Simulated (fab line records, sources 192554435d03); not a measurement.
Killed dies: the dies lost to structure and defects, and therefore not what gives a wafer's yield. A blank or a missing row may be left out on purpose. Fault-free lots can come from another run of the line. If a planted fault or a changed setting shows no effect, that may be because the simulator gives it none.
Which tool was responsible?    flow n5 finfet    69 wafers from 23 lots sampled at 5 of the route's 1938 steps

## WHAT EACH GAUGE READ, for each wafer
N5_BEOL_M12_OVL_MEAS_29. Usual: M12_OVL -1 nm, standard deviation 5.
lot   measured      on          M12_OVL (nm)  flag
L074  day 11 14:07  overlay-01  -4 -7 -1      
L077  day 13 06:17  overlay-02  0 -4 2        
L076  day 13 11:28  overlay-01  2 2 6         
L078  day 13 20:57  overlay-01  1 0 2         
L079  day 14 00:57  overlay-01  0 -3 -5       
L080  day 14 11:55  overlay-01  -2 -6 -7      
L081  day 15 21:07  overlay-02  5 -6 9        
L083  day 16 19:50  overlay-02  -3 3 -3       
L084  day 17 01:04  overlay-02  8 8 8         
L085  day 17 08:10  overlay-01  -3 -3 -2      
L086  day 17 14:44  overlay-02  3 10 4        
L090  day 18 05:30  overlay-01  -8 -13 -5     
L087  day 18 05:54  overlay-01  -2 -1 5       
L088  day 18 18:50  overlay-02  -7 -4 -3      
L095  day 19 08:16  overlay-01  5 1 7         
L097  day 19 09:28  overlay-02  1 8 6         
L091  day 19 12:25  overlay-01  -6 1 -9       
L092  day 20 01:40  overlay-01  -4 -6 -2      
L094  day 20 09:58  overlay-02  -6 -6 -3      
L089  day 20 10:42  overlay-01  -9 -6 -6      
L096  day 20 17:07  overlay-01  -3 -4 4       
L093  day 20 17:20  overlay-01  1 -1 -2       
L082  day 20 18:35  overlay-02  1 0 0         

N5_BEOL_M13_CD_MEAS_17 targets a cd of 190 nm. Usual: 189.0 nm for cd nm, sd 1.4.
lot   measured      on         cd nm (nm)         flag
L074  day 11 19:00  cd sem-02  189.9 189.3 190.6  
L077  day 13 09:47  cd sem-02  191.0 190.8 189.1  
L076  day 13 15:08  cd sem-01  187.9 188.8 187.2  
L078  day 14 01:14  cd sem-01  187.6 187.9 188.4  
L079  day 14 04:17  cd sem-03  187.5 187.9 188.1  
L080  day 14 17:08  cd sem-01  188.7 189.2 189.5  
L081  day 16 00:38  cd sem-02  189.8 189.5 189.2  
L083  day 17 00:26  cd sem-01  190.3 188.6 189.1  
L084  day 17 06:14  cd sem-03  188.6 188.1 190.9  
L085  day 17 14:17  cd sem-02  189.5 189.0 190.7  
L086  day 17 18:54  cd sem-02  187.7 188.0 186.5  
L090  day 18 10:51  cd sem-02  190.2 190.3 189.9  
L087  day 18 11:43  cd sem-03  189.3 189.0 189.3  
L088  day 18 23:48  cd sem-02  188.4 187.9 189.1  
L095  day 19 12:50  cd sem-01  190.7 190.0 191.5  
L097  day 19 13:14  cd sem-02  189.2 189.1 190.4  
L091  day 19 16:02  cd sem-02  189.0 189.2 189.3  
L092  day 20 08:20  cd sem-02  190.6 191.1 191.3  
L094  day 20 13:58  cd sem-02  187.9 188.7 187.4  
L089  day 20 16:11  cd sem-03  188.6 190.3 189.6  
L096  day 20 21:02  cd sem-03  189.5 187.1 187.8  
L093  day 21 02:00  cd sem-03  187.3 189.6 188.9  
L082  day 21 03:15  cd sem-03  187.8 187.9 187.7  

N5_BEOL_M13_OVL_MEAS_29. Usual: M13_OVL -1 nm, standard deviation 5.3.
lot   measured      on          M13_OVL (nm)  flag
L074  day 11 19:29  overlay-02  -6 -10 -6     
L077  day 13 10:08  overlay-02  5 -9 -8       
L076  day 13 15:29  overlay-01  -10 -3 -5     
L078  day 14 01:35  overlay-01  -2 5 0        
L079  day 14 04:38  overlay-02  1 -2 1        
L080  day 14 17:30  overlay-01  2 1 7         
L081  day 16 00:59  overlay-02  -1 4 4        
L083  day 17 00:50  overlay-02  -1 -2 -5      
L084  day 17 06:43  overlay-01  0 -6 -3       
L085  day 17 14:46  overlay-01  5 -11 -8      
L086  day 17 19:23  overlay-01  -11 -5 -3     
L090  day 18 11:13  overlay-02  2 8 3         
L087  day 18 12:05  overlay-01  -1 -5 -1      
L088  day 19 00:10  overlay-02  -1 3 6        
L095  day 19 13:12  overlay-02  0 -2 -6       
L097  day 19 13:35  overlay-01  -11 -7 -4     
L091  day 19 16:24  overlay-02  3 4 -2        
L092  day 20 08:41  overlay-01  2 -4 -3       
L094  day 20 14:27  overlay-01  1 1 4         
L089  day 20 16:40  overlay-02  -1 -3 -9      
L096  day 20 21:23  overlay-01  -6 6 8        
L093  day 21 02:29  overlay-02  -1 -9 2       
L082  day 21 03:44  overlay-02  1 -8 2        

## WHICH TOOL RAN EACH LOT (tool, then ch and the chambers of the sampled wafers, then the start)
lot   N5_BEOL_M12_DESCUM_33               N5_BEOL_M12_ETCH_38
L074  rie diel-05 ch 1,2, day 11 14:11    rie diel-02 ch 0,1, day 11 15:44
L077  rie diel-04 ch 0,1, day 13 06:20    rie diel-04 ch 0,1, day 13 06:58
L076  rie diel-02 ch 0,1, day 13 11:31    rie diel-02 ch 0,3, day 13 12:26
L078  rie diel-04 ch 0,1,3, day 13 21:01  rie diel-02 ch 0,1,2, day 13 22:31
L079  rie diel-05 ch 0,2,3, day 14 01:01  rie diel-05 ch 0,1,3, day 14 01:44
L080  rie diel-05 ch 0,1,2, day 14 11:58  rie diel-04 ch 1,2, day 14 14:23
L081  rie diel-02 ch 0,1,3, day 15 21:10  rie diel-05 ch 0,1,2, day 15 21:49
L083  rie diel-02 ch 2,3, day 16 19:53    rie diel-05 ch 0,2,3, day 16 21:43
L084  rie diel-05 ch 1,2,3, day 17 01:09  rie diel-02 ch 1,2,3, day 17 03:27
L085  rie diel-02 ch 0,2, day 17 08:13    rie diel-05 ch 1,3, day 17 11:13
L086  rie diel-02 ch 0,2,3, day 17 14:47  rie diel-05 ch 1,2,3, day 17 15:25
L090  rie diel-05 ch 0,2, day 18 05:36    rie diel-04 ch 1,2,3, day 18 07:57
L087  rie diel-05 ch 0,1, day 18 06:05    rie diel-02 ch 0,2,3, day 18 08:06
L088  rie diel-04 ch 1,2,3, day 18 18:53  rie diel-05 ch 0,1,2, day 18 20:01
L095  rie diel-05 ch 1,2,3, day 19 08:35  rie diel-05 ch 0,2,3, day 19 09:48
L097  rie diel-04 ch 0,1,2, day 19 09:35  rie diel-04 ch 0,1,2, day 19 10:18
L091  rie diel-04 ch 0,2,3, day 19 12:28  rie diel-04 ch 0,1,2, day 19 13:07
L092  rie diel-02 ch 0,1,3, day 20 02:02  rie diel-02 ch 0,3, day 20 05:14
L094  rie diel-04 ch 2,3, day 20 10:01    rie diel-05 ch 0,1,2, day 20 10:39
L089  rie diel-04 ch 0,2,3, day 20 10:45  rie diel-02 ch 1,2,3, day 20 13:13
L096  rie diel-04 ch 0,1,3, day 20 17:15  rie diel-02 ch 1,2, day 20 17:59
L093  rie diel-05 ch 0,2, day 20 17:24    rie diel-04 ch 1,2,3, day 20 22:50
L082  rie diel-02 ch 1,2, day 20 18:38    rie diel-04 ch 0,1,2, day 21 00:14
- N5_BEOL_M12_DESCUM_33: chemistry O2, time 7.9 s.
- N5_BEOL_M12_ETCH_38: etches SiCN in CF4/N2, target depth 68.7 nm, time 73.4 s.

## AS READ BY THE TOOLS THEMSELVES (means over the sampled wafers that have a number; for cases with no such wafer, the mark the record gives instead)
N5_BEOL_M12_DESCUM_33. Usual: bias power w is 20.01 W with standard deviation 0.06, chamber pressure mTorr is 20.001 mTorr with standard deviation 0.018, drypump motor current A is 5.7 A with standard deviation 0.4, oes product au is 0.81 a.u. with standard deviation 0.085, rf vpp V is 243.6 V with standard deviation 1.5, showerhead plenum p Torr is 2.12 Torr with standard deviation 0.078, and throttle valve pct is 20.45 % with standard deviation 0.18.
lot   tool         bias power w (W)  chamber pressure mTorr (mTorr)  drypump motor current A (A)  oes product au (a.u.)  rf vpp V (V)  showerhead plenum p Torr (Torr)  throttle valve pct (%)  flag
L074  rie diel-05  20.00             20.007                          5.6                          0.75                   245.5         2.17                             20.61                   
L077  rie diel-04  19.99             20.008                          5.9                          0.87                   244.2         2.15                             20.39                   
L076  rie diel-02  20.00             19.987                          5.7                          0.69                   241.6         2.04                             20.45                   
L078  rie diel-04  20.01             19.997                          5.6                          0.88                   244.5         2.13                             20.41                   
L079  rie diel-05  20.03             19.985                          6.2                          0.81                   243.9         2.14                             20.49                   
L080  rie diel-05  20.06             20.016                          5.8                          0.88                   245.0         2.16                             20.37                   
L081  rie diel-02  20.04             19.988                          5.6                          0.70                   241.5         2.04                             20.57                   
L083  rie diel-02  20.10             19.999                          5.6                          0.73                   242.9         2.11                             20.62                   
L084  rie diel-05  19.98             19.981                          5.9                          0.81                   244.6         2.17                             20.46                   
L085  rie diel-02  20.04             20.021                          5.6                          0.90                   244.8         2.22                             20.25                   
L086  rie diel-02  19.97             20.013                          5.6                          0.80                   244.7         2.13                             20.47                   
L090  rie diel-05  20.00             20.006                          6.0                          0.85                   243.8         2.13                             20.46                   
L087  rie diel-05  20.01             19.995                          5.7                          0.83                   244.7         2.19                             20.32                   
L088  rie diel-04  20.01             20.005                          5.3                          0.85                   243.2         2.06                             20.41                   
L095  rie diel-05  20.00             20.017                          5.9                          0.88                   243.8         2.16                             20.35                   
L097  rie diel-04  20.05             19.994                          5.6                          0.82                   243.1         2.08                             20.40                   
L091  rie diel-04  20.03             20.007                          5.4                          0.86                   243.7         2.12                             20.30                   
L092  rie diel-02  19.96             20.005                          5.7                          0.86                   243.1         2.12                             20.36                   
L094  rie diel-04  20.04             19.999                          5.1                          0.85                   243.7         2.09                             20.33                   
L089  rie diel-04  20.07             20.010                          5.4                          0.85                   243.8         2.12                             20.32                   
L096  rie diel-04  19.99             20.013                          5.6                          0.82                   243.0         2.11                             20.49                   
L093  rie diel-05  20.02             20.006                          6.1                          0.82                   243.5         2.11                             20.48                   
L082  rie diel-02  20.05             19.987                          5.7                          0.86                   244.7         2.15                             20.35                   

N5_BEOL_M12_ETCH_38. Usual: bias w is 70.01 W with standard deviation 0.19, chamber pressure mTorr is 40.00 mTorr with standard deviation 0.037, drypump motor current A is 5.7 A with standard deviation 0.39, oes product au is 0.81 a.u. with standard deviation 0.091, rf vpp V is 382.8 V with standard deviation 2.1, showerhead plenum p Torr is 2.23 Torr with standard deviation 0.081, and throttle valve pct is 15.45 % with standard deviation 0.2.
lot   tool         bias w (W)  chamber pressure mTorr (mTorr)  drypump motor current A (A)  oes product au (a.u.)  rf vpp V (V)  showerhead plenum p Torr (Torr)  throttle valve pct (%)  flag
L074  rie diel-02  70.18       39.98                           5.7                          0.71                   382.7         2.22                             15.51                   
L077  rie diel-04  70.22       40.02                           5.8                          0.85                   382.5         2.21                             15.48                   
L076  rie diel-02  70.01       39.99                           5.6                          0.70                   379.6         2.10                             15.57                   
L078  rie diel-02  69.88       40.00                           5.7                          0.73                   382.5         2.22                             15.55                   
L079  rie diel-05  69.91       39.96                           6.1                          0.80                   385.1         2.28                             15.41                   
L080  rie diel-04  69.89       39.97                           5.3                          0.92                   381.0         2.16                             15.30                   
L081  rie diel-05  70.11       40.02                           5.8                          0.87                   383.3         2.27                             15.36                   
L083  rie diel-05  70.07       39.98                           6.2                          0.80                   383.4         2.25                             15.50                   
L084  rie diel-02  70.16       40.03                           5.7                          0.71                   382.1         2.22                             15.65                   
L085  rie diel-05  70.15       40.03                           6.1                          0.72                   384.2         2.28                             15.55                   
L086  rie diel-05  70.00       40.01                           5.9                          0.80                   384.2         2.28                             15.46                   
L090  rie diel-04  69.98       40.01                           5.3                          0.85                   381.5         2.17                             15.39                   
L087  rie diel-02  70.01       40.02                           5.6                          0.80                   384.4         2.24                             15.49                   
L088  rie diel-05  69.94       40.01                           5.8                          0.83                   382.4         2.27                             15.39                   
L095  rie diel-05  69.95       39.98                           6.2                          0.87                   383.5         2.24                             15.37                   
L097  rie diel-04  70.05       40.01                           5.6                          0.83                   381.8         2.20                             15.43                   
L091  rie diel-04  70.06       40.01                           5.6                          0.84                   382.5         2.20                             15.43                   
L092  rie diel-02  70.11       40.00                           5.6                          0.84                   384.5         2.26                             15.33                   
L094  rie diel-05  70.09       40.00                           5.8                          0.83                   383.3         2.26                             15.41                   
L089  rie diel-02  69.97       40.02                           5.6                          0.79                   382.2         2.21                             15.55                   
L096  rie diel-02  69.94       39.99                           5.7                          0.80                   383.5         2.27                             15.50                   
L093  rie diel-04  69.92       39.98                           5.3                          0.82                   382.3         2.17                             15.44                   
L082  rie diel-04  70.07       40.01                           5.6                          0.82                   382.4         2.20                             15.47                   

## THE ANSWER, worked out from the rows above alone
Rule: a lot is off if the mean of its wafers that have a number lies more than 3 standard deviations from the usual mean. Also off: a lot with no number at a reading for which 4 or more lots have one. The other lots that the step has rows for count as sound. First the gauges in route order, then the tools' own readings, where a lot's mean is used as printed above. At the first step where some lot is off, the reading lying furthest off is the one used; lots without a number count as furthest.
No lot is off on any of the readings shown, so nothing can be concluded from this.

## WHAT HAD BEEN PUT IN BY THE SIMULATOR
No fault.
